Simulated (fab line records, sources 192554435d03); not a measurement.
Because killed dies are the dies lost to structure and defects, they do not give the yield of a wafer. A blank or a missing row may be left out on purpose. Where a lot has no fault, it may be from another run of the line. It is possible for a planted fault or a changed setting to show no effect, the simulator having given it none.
Chamber matching ; flow n5_finfet ; N5_BEOL_M11_CURE_72 on uv_cure-03: 3 sister chambers
The step cures SiCOH lowk, time 120 s. 3 wafers are shown with their chamber, then 7 later ones without.

## WAFERS WITH THEIR CHAMBER
wafer;chamber;wafer_temp_C_max
L078.6;1;371.2
L081.5;2;372.1
L090.3;0;371.7

## WAFERS WITHOUT THEIR CHAMBER
wafer;wafer_temp_C_max
L090.5;371.8
L088.1;371.7
L088.3;372.7
L088.4;371.8
L088.2;371.9
L088.5;371.8
L088.6;372.0

## WHICH CHAMBER EACH WENT THROUGH
wafer;from the rows above;in truth
L090.5;can't be placed: 0 or 2 or 1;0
L088.1;can't be placed: 0 or 2 or 1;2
L088.3;can't be placed: 2 or 0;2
L088.4;can't be placed: 0 or 2 or 1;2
L088.2;can't be placed: 0 or 2 or 1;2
L088.5;can't be placed: 0 or 2 or 1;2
L088.6;can't be placed: 2 or 0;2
Correct placement for 0 of the 7. From these rows, 7 cannot be placed; in 7 the true chamber is one of the candidates. Wrongly placed: 0.
How it was worked out, from the rows above alone: a wafer's distance from a chamber is the root of the sum, over the readings, of the square of ((its reading less the chamber's mean) divided by the reading's scatter). The wafer belongs to the nearest chamber; if the next one is less than 2 further off, it can't be placed. The mean given for a chamber averages the wafers shown for that chamber. The scatter: root of mean squared gap, hidden wafer to nearest shown wafer, with one shown wafer a chamber.
